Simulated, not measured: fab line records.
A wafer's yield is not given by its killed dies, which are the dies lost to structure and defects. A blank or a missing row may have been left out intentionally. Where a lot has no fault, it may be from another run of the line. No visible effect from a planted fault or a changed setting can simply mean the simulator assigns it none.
Split-lot study -- flow n5-finfet -- 7 lots, 21 wafers read, on a route of 1938 steps

## ABOUT THE SPLIT
At N5_BEOL_M4_EXPOSE_08 (exposes mask M4), the setting dose-mj was moved away from the recipe's 41.25 on 8 of the 21 wafers read, by -7.1% to +2.1%. All remaining wafers had this setting at the recipe value.

## FROM THE SPLIT TO THE READING: what the file shows between them, 2 steps
- N5_BEOL_M4_PEB_09: peb time 60 s
- N5_BEOL_M4_DEVELOP_10: develop time 30 s

## THE READING
At N5_BEOL_M4_CD_MEAS_11: cd-nm in nanometres, against a target cd of 16.79 nm. On this fab line, fault-free wafers typically give 16.90 nm with a standard deviation of 0.25 nm.

wafer,"tool, chamber at the split",dose-mj as run,against the recipe,"cd-nm, nm",against lot-mates on the recipe
L078.1,"euv-scanner-02, 0",41.25,recipe,17.23,-
L078.2,"euv-scanner-02, 0",39.53,-4.2%,15.94,-1.29
L078.4,"euv-scanner-02, 0",39.53,-4.2%,15.85,-1.38
L082.1,"euv-scanner-02, 0",38.65,-6.3%,15.38,-0.98
L082.2,"euv-scanner-02, 0",41.25,recipe,16.36,-
L082.5,"euv-scanner-02, 0",38.65,-6.3%,15.81,-0.55
L084.2,"euv-scanner-02, 0",41.25,recipe,16.95,-
L084.3,"euv-scanner-02, 0",39.89,-3.3%,15.89,-1.05
L084.6,"euv-scanner-02, 0",41.25,recipe,16.92,-
L089.2,"euv-scanner-01, 0",42.12,+2.1%,17.38,+0.49
L089.4,"euv-scanner-01, 0",42.12,+2.1%,17.69,+0.80
L089.6,"euv-scanner-01, 0",41.25,recipe,16.89,-
L091.3,"euv-scanner-01, 0",41.25,recipe,17.35,-
L091.5,"euv-scanner-01, 0",38.32,-7.1%,15.73,-1.68
L091.6,"euv-scanner-01, 0",41.25,recipe,17.48,-
L094.1,"euv-scanner-01, 0",41.25,recipe,16.83,-
L094.4,"euv-scanner-01, 0",41.25,recipe,16.60,-
L094.5,"euv-scanner-01, 0",41.25,recipe,16.97,-
L095.3,"euv-scanner-02, 0",41.25,recipe,17.04,-
L095.4,"euv-scanner-02, 0",41.25,recipe,17.01,-
L095.5,"euv-scanner-02, 0",41.25,recipe,16.73,-

FIT RESULTS
A straight line over all 21 wafers: cd-nm changes by +0.22 nm for each +1% of dose-mj; r = +0.91; the points scatter about the line by 0.28 nm.
The same after taking each lot's own level away (the mean of its wafers on the recipe; 21 wafers): +0.212 nm for each +1%; r = +0.90; scatter 0.29 nm.
On that fit, the largest move of dose-mj shifts the reading by 1.5 nm.
The span of the lots' own levels, 16.360 to 17.415 nm, comes to 4.2 times the standard deviation stated above.
The two slopes agree, so the slope changes little with the lot-to-lot level.
Check: with one of the wafers moved furthest among these (-7.1%) left out of the fit, the line predicts -1.43 nm for it against its lot-mates. Against them it came out at -1.68 nm.

## FURTHER SPLITS ON THESE WAFERS
Before the reading, these wafers also passed through other splits. Each is held against what the fit with the lots' levels taken away leaves over:
other split on the same wafers,wafers away from the commonest value,r with cd-nm (lot level and that fit taken away)
N5_BEOL_M2_TRENCH_ETCH_37 time-s,5,-0.06
N5_BEOL_M4_COAT_05 spin-rpm,5,+0.16

## THE WHOLE CHAIN: every reading that the file lists as answering this split, in the file's order
step,what it does,reading,change (the file's fit),r (the file's)
N5_BEOL_M4_CD_MEAS_11,target cd 16.79 nm,cd-nm,+0.221 nm for each +1% of the setting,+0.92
N5_BEOL_M4_ETCH_74,"etches underlayer in N2/H2, target depth 6.5 nm, time 5.2 s","BEOL_M4.cd-offset-nm (the simulator's own value, which no gauge read)",+0.193 nm for each +1% of the setting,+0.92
N5_BEOL_M4_ETCH_63,"etches SiARC in CF4, target depth 15.6 nm, time 26 s","BEOL_M4.cd-offset-nm (the simulator's own value, which no gauge read)",+0.201 nm for each +1% of the setting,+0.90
N5_BEOL_M4_HM_OPEN_17,"chemistry Cl2/BCl3, target TiN, target depth 20 nm, overetch 6 nm","BEOL_M4.cd-offset-nm (the simulator's own value, which no gauge read)",+0.228 nm for each +1% of the setting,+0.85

## THE FILE'S OWN FIT
cd-nm changes by +0.221 nm for each +1% of dose-mj, r = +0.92.
